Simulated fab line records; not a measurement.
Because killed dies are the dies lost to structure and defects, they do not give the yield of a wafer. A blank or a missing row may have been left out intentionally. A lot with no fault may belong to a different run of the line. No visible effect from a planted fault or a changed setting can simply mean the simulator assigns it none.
A single fault, viewed from 2 desks :: flow n5Finfet :: each desk holds nothing but its own numbers, with what lay behind them at the end

== THE TOOL OWNER'S DESK: euvScanner-02 ==
The tool's own readings at N5_MOL_CONTACT_COAG_EXPOSE_37 (exposes mask VD, defocus 0 nm): means of the sampled wafers that have a number, for each lot that ran on this tool. If a lot's mean is further than 4 standard deviations from the usual mean, the lot is out of limits and carries the mark OUT (the distance appears in the brackets).
Columns: A = reticleTempC at N5_MOL_CONTACT_COAG_EXPOSE_37, usual 23.00 C
lot: L869
first seen here: day 5 05:57
A: 23.01

lot: L876
first seen here: day 6 22:40
A: 23.00

lot: L877
first seen here: day 7 08:44
A: 22.92

lot: L885
first seen here: day 9 09:31
A: 22.98

lot: L887
first seen here: day 9 16:01
A: 22.99
Result from this desk: across the 5 lots, nothing is out of limits.

== THE METROLOGY DESK ==
What the gauges read, lot by lot, whatever tool the lot ran on: means of the sampled wafers that have a number. If a lot's mean is further than 4 standard deviations from the usual mean, the lot is out of limits and carries the mark OUT (the distance appears in the brackets). Of its 12 readings 7 are shown: the one that was out of limits first, and those that lie furthest out on some lot.
Columns: A = cdNm at N5_MOL_CONTACT_COAG_CD_MEAS_40, usual 25.14 nm; B = cdNm at N5_MOL_CONTACT_COAG_CD_MEAS_101, usual 16.0 nm; C = DIBL_N at N5_BEOL_M4_RC_MEAS_101, usual 35.8 mV/V; D = DIBL_P at N5_BEOL_M4_RC_MEAS_101, usual 35.9 mV/V; E = IOFF_N at N5_BEOL_M4_RC_MEAS_101, usual 0.16 nA/um; F = IOFF_P at N5_BEOL_M4_RC_MEAS_101, usual 0.21 nA/um; G = VT_N at N5_BEOL_M4_RC_MEAS_101, usual 250 mV
lot: L869
first seen here: day 5 06:05
A: 25.07
B: 16.1
C: 35.3
D: 35.3
E: 0.16
F: 0.17
G: 249

lot: L876
first seen here: day 6 22:49
A: 24.79
B: 16.1
C: 38.0
D: 38.0
E: 0.19
F: 0.24
G: 251

lot: L875
first seen here: day 7 03:50
A: 25.14
B: 16.1
C: 36.8
D: 38.4
E: 0.17
F: 0.20
G: 250

lot: L877
first seen here: day 7 08:52
A: 25.12
B: 15.9
C: 36.8
D: 37.4
E: 0.16
F: 0.21
G: 250

lot: L885
first seen here: day 9 09:39
A: 22.30 (-14) OUT
B: 12.5 (-11) OUT
C: 34.1
D: 35.0
E: 0.12
F: 0.18
G: 251

lot: L887
first seen here: day 9 16:09
A: 21.29 (-18) OUT
B: 12.2 (-12) OUT
C: 32.9
D: 31.6
E: 0.11
F: 0.15
G: 252

lot: L889
first seen here: day 10 09:20
A: 25.33
B: 15.9
C: 35.4
D: 36.7
E: 0.16
F: 0.23
G: 249

lot: L890
first seen here: day 10 09:32
A: 25.30
B: 16.2
C: 35.8
D: 35.7
E: 0.14
F: 0.19
G: 251

lot: L892
first seen here: day 10 20:58
A: 25.05
B: 16.1
C: 34.0
D: 32.6
E: 0.11
F: 0.16
G: 256
Finding of this desk: L885, L887 out of limits; the first was L885 at day 9 09:39, on cdNm at N5_MOL_CONTACT_COAG_CD_MEAS_40. In limits: L869, L876, L875, L877, L889, L890, L892.

== TAKEN TOGETHER ==
At day 9 09:39 the metrology desk could have sounded an alarm, on L885, L887.
The desk of the tool owner found nothing out of limits.
The tool owner's desk has L885, L887 on record, within its limits.
The lots listed all ran N5_MOL_CONTACT_COAG_EXPOSE_37 on euvScanner-02.

== WHAT THE SIMULATOR HAD PUT IN ==
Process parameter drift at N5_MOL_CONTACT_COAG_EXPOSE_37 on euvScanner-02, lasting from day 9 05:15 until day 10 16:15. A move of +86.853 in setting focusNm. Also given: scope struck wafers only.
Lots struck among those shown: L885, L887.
Time in hours between the start of the fault and the first out-of-limits reading at each desk: metrology desk, 4.
